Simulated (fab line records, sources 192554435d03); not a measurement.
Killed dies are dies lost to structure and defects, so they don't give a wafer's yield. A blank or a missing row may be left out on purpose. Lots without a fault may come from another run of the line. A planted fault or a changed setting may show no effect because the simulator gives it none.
Split-lot experiment | flow n5_finfet | 7 lots, 36 wafers read, on a route of 1938 steps

THE SPLIT
At N5_BEOL_M6_ETCH_62 (etches SOC in N2/H2, target depth 110 nm, overetch 22 nm, time 165 s), the setting time_s was moved away from the recipe's 165 s on 12 of the 36 wafers read, by +28.4% to +51.5%. The other wafers ran this setting at the recipe's value.

FROM THE SPLIT TO THE READING: what the file shows between them, 6 steps
- N5_BEOL_M6_STRIP_68: strips in N2/H2
- N5_BEOL_M6_STRIP_67: strips in CF4
- N5_BEOL_M6_HM_OPEN_17: chemistry Cl2/BCl3, target TiN, target depth 20 nm, overetch 6 nm
- N5_BEOL_M6_STRIP_19: strips in O2
- N5_BEOL_M6_PRECLEAN_42: cleans in residue remover, time 60 s
- N5_BEOL_M6_SRD_43: time 30 s

THE READING
cd_nm, in nm, at N5_BEOL_M6_CD_MEAS_35 (target cd 40 nm, target cd y 28 nm). Fault-free wafers of this fab line usually give 40.1 nm, standard deviation 0.45 nm.

wafer  | tool, chamber at the split | time_s as run, s | against the recipe | cd_nm, nm | against lot-mates on the recipe
L082.1 | rie_diel-01, 1             | 165              | recipe             | 39.8      | -
L082.2 | rie_diel-01, 3             | 165              | recipe             | 39.8      | -
L082.3 | rie_diel-01, 0             | 165              | recipe             | 40.2      | -
L082.4 | rie_diel-01, 0             | 219.7            | +33.2%             | 41.1      | +1.2
L082.5 | rie_diel-01, 1             | 219.7            | +33.2%             | 41.0      | +1.1
L082.6 | rie_diel-01, 3             | 219.7            | +33.2%             | 41.3      | +1.4
L087.1 | rie_diel-04, 0             | 165              | recipe             | 40.7      | -
L087.2 | rie_diel-04, 1             | 165              | recipe             | 40.9      | -
L087.3 | rie_diel-04, 2             | 165              | recipe             | 41.0      | -
L087.4 | rie_diel-04, 3             | 165              | recipe             | 40.5      | -
L087.5 | rie_diel-04, 2,3           | 165              | recipe             | 40.6      | -
L087.6 | rie_diel-04, 2,3           | 165              | recipe             | 40.0      | -
L088.1 | rie_diel-04, 2             | 165              | recipe             | 40.9      | -
L088.3 | rie_diel-04, 1             | 165              | recipe             | 40.6      | -
L088.6 | rie_diel-04, 0             | 165              | recipe             | 40.3      | -
L091.1 | rie_diel-05, 1,3           | 165              | recipe             | 39.5      | -
L091.2 | rie_diel-05, 2             | 165              | recipe             | 39.3      | -
L091.4 | rie_diel-05, 1,3           | 165              | recipe             | 39.7      | -
L094.1 | rie_diel-01, 3             | 165              | recipe             | 39.8      | -
L094.2 | rie_diel-01, 2             | 165              | recipe             | 40.0      | -
L094.3 | rie_diel-01, 1             | 230.7            | +39.8%             | 42.4      | +2.3
L094.4 | rie_diel-01, 0             | 230.7            | +39.8%             | 42.1      | +2.0
L094.5 | rie_diel-01, 0             | 165              | recipe             | 40.5      | -
L094.6 | rie_diel-01, 3             | 230.7            | +39.8%             | 41.7      | +1.6
L093.1 | rie_diel-05, 1             | 250              | +51.5%             | 42.4      | +1.9
L093.2 | rie_diel-05, 0             | 165              | recipe             | 40.9      | -
L093.3 | rie_diel-05, 2,1           | 165              | recipe             | 40.4      | -
L093.4 | rie_diel-05, 3,2           | 250              | +51.5%             | 41.7      | +1.2
L093.5 | rie_diel-05, 3,2           | 250              | +51.5%             | 42.0      | +1.5
L093.6 | rie_diel-05, 2,1           | 165              | recipe             | 40.2      | -
L096.1 | rie_diel-05, 3,1,2         | 211.8            | +28.4%             | 40.7      | +0.2
L096.2 | rie_diel-05, 2             | 165              | recipe             | 40.3      | -
L096.3 | rie_diel-05, 3,1,2         | 211.8            | +28.4%             | 41.2      | +0.7
L096.4 | rie_diel-05, 0             | 165              | recipe             | 40.8      | -
L096.5 | rie_diel-05, 1             | 165              | recipe             | 40.5      | -
L096.6 | rie_diel-05, 3,1,2         | 211.8            | +28.4%             | 41.2      | +0.7
Where a row lists several chambers, the file gives one row for several wafers and doesn't say which wafer went through which chamber.

THE FIT
A straight line over all 36 wafers: cd_nm changes by +0.0342 nm for each +1% of time_s; r = +0.83; the points scatter about the line by 0.45 nm.
The same after taking each lot's own level away (the mean of its wafers on the recipe; 36 wafers): +0.0346 nm for each +1%; r = +0.88; scatter 0.35 nm.
On that fit, the largest move of time_s shifts the reading by 1.8 nm.
The lots' own levels span 39.50 to 40.62 nm, that is 2.5 times the standard deviation above.
So the lot-to-lot level changes the slope little: the two slopes agree.
Check: with one of the wafers moved furthest among these (+51.5%) left out of the fit, the line predicts +1.75 nm for it against its lot-mates. It came out at +1.9 nm against them.

THE WHOLE CHAIN: every reading that the file lists as answering this split, in the file's order
step                  | what it does                                                         | reading                                                                          | change (the file's fit)                                                              | r (the file's)
N5_BEOL_M6_ETCH_62    | etches SOC in N2/H2, target depth 110 nm, overetch 22 nm, time 165 s | SiARC_of_BEOL_M6_COAT_60.thk_nm (the simulator's own value, which no gauge read) | -0.0665 nm for each +1% of the setting                                               | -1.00
N5_BEOL_M6_ETCH_62    | etches SOC in N2/H2, target depth 110 nm, overetch 22 nm, time 165 s | BEOL_M6.cd_offset_nm (the simulator's own value, which no gauge read)            | +0.0282 nm for each +1% of the setting                                               | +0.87
N5_BEOL_M6_HM_OPEN_17 | chemistry Cl2/BCl3, target TiN, target depth 20 nm, overetch 6 nm    | etch.depth_nm (the simulator's own value, which no gauge read)                   | not straight: 19.85 at the lowest setting, 20.07 at the recipe, 12.15 at the highest | not given
N5_BEOL_M6_HM_OPEN_17 | chemistry Cl2/BCl3, target TiN, target depth 20 nm, overetch 6 nm    | BEOL_M6.cd_offset_nm (the simulator's own value, which no gauge read)            | +0.0291 nm for each +1% of the setting                                               | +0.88
N5_BEOL_M6_CD_MEAS_35 | target cd 40 nm, target cd y 28 nm                                   | cd_nm                                                                            | +0.0344 nm for each +1% of the setting                                               | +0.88

THE FILE'S OWN FIT
cd_nm changes by +0.0344 nm for each +1% of time_s, r = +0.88.
